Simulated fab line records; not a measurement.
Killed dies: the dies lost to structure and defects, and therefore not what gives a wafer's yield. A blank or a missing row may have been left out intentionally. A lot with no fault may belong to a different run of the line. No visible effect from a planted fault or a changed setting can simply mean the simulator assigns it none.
A struck lot beside a sound one | flow nand_harc | 15 out of 1302 route steps
Sound: wafers L663.1, L663.5, L663.6. Struck: wafer L673.3; the same lot's L673.5 was not struck, so it is left out; see the end for the cause.
Per side, at each step with rows, come the tool, then ch with its chambers, and then its first start. Under that, the readings that differ: sound wafers | struck wafers | difference of the means | sigmas: that difference in standard deviations of wafers without a fault.
alike: a reading whose means differ by less than 2 such deviations, as well as words and numbers matching on both sides. not compared: withheld readings; readings where some wafer has no value; bounds like >300 that might hide an equal value; numbers whose values overlap and for which the record gives no deviation.
Wherever a step has rows on one side only, a row that says differs or no value, or a row with sigmas, the two part there. Non-overlapping numbers with no deviation appear without sigmas and do not part them. A reading that every wafer of one side lacks parts them only if that side has two wafers or more.

NHARC_A_CONTACT_ETCH_137: etches the open film in C4F8/O2/Ar, time 311 s, target depth 1912 nm.
  sound on har_cap_etch-02 ch 0,1, day 26 18:31; struck on har_cap_etch-03 ch 0, day 30 05:20
  not compared: rf_hours_counter_h
then, 2 steps without rows for these wafers: NHARC_A_CONTACT_ETCH_138 (etches the open film in C4F8/O2/Ar, time 311 s, target depth 1914 nm); NHARC_A_CONTACT_ETCH_139 (etches the open film in C4F8/O2/Ar, time 195 s, target depth 840 nm).
NHARC_A_CONTACT_ETCH_92: etches the open film in CH3F/O2, target depth 40 nm, time 85.7 s.
  sound on rie_diel-12 ch 0,1,3, day 26 19:40; struck on rie_diel-04 ch 2, day 30 06:22
  reading                         | sound             | struck | difference | sigmas
  rf_vpp_V (V)                    | 245.9 245.2 245.8 | 242.4  | -3.2       | -2
  showerhead_plenum_p_Torr (Torr) | 2.57 2.52 2.45    | 2.30   | -0.21      | -2
  alike: drypump_motor_current_A, oes_product_au, throttle_valve_pct
  not compared: rf_hours_counter_h
NHARC_A_CONTACT_ETCH_98: etches the open film in C4F6/O2, target depth 20 nm, time 10 s.
  sound on rie_diel-12 ch 2,3; struck on rie_diel-04 ch 3
  alike: drypump_motor_current_A, oes_product_au, rf_vpp_V, showerhead_plenum_p_Torr, throttle_valve_pct
  not compared: rf_hours_counter_h
NHARC_A_CONTACT_CD_MEAS_15:
  sound: cd_sem-01 at day 26 19:51; struck: cd_sem-01 at day 30 06:34
  alike: cd_nm
then, 3 steps without rows for these wafers: NHARC_A_CONTACT_STRIP_107 (strips in N2/H2); NHARC_A_CONTACT_STRIP_108 (strips in CF4/CHF3); NHARC_A_CONTACT_STRIP_109 (strips in O2/COS).
NHARC_A_CONTACT_ETCH_110: etches the open film in CF4/O2, target depth 60 nm, overetch 6 nm, time 33 s.
  sound on rie_diel-12 ch 2,3, day 26 20:09; struck on rie_diel-04 ch 0, day 30 09:46
  alike: drypump_motor_current_A, oes_product_au, rf_vpp_V, showerhead_plenum_p_Torr, throttle_valve_pct
  not compared: rf_hours_counter_h
then, 2 steps without rows for these wafers: NHARC_A_CONTACT_STRIP_26 (strips in O2); NHARC_A_CONTACT_STRIP_27 (strips in post etch residue remover, time 600 s).
NHARC_A_CONTACT_ALD_18: deposits TiN, target thk 3 nm, pulse time 1 s, ald cycles 150.
  sound on ald_metal-02 ch 0,3, day 26 20:49; struck on ald_metal-02 ch 3, day 30 10:29
  reading              | sound                | struck | difference | sigmas
  ald_cycles           | 150 150 150          | 134    | -16        |
  susceptor_temp_C (C) | 449.83 449.78 450.02 | 450.38 | +0.50      | +2
  alike: heater_power_w, precursor_pulse_height_rel
NHARC_A_CONTACT_CVD_19: deposits W, target thk 300 nm, time 802 s.
  sound on cvd_w-01 ch 0,1; struck on cvd_w-02 ch 1
  alike: heater_power_w, throttle_valve_pct
  not compared: susceptor_temp_C
next, for these wafers, 1 step has no rows: NHARC_END_SORT_01.

## WHERE THEY PART
Earliest at NHARC_A_CONTACT_ETCH_92; latest, in this record, at NHARC_A_CONTACT_ALD_18. Later steps at which nothing parts them and some readings are alike: NHARC_A_CONTACT_CVD_19.

WHY: what had been put in by the simulator
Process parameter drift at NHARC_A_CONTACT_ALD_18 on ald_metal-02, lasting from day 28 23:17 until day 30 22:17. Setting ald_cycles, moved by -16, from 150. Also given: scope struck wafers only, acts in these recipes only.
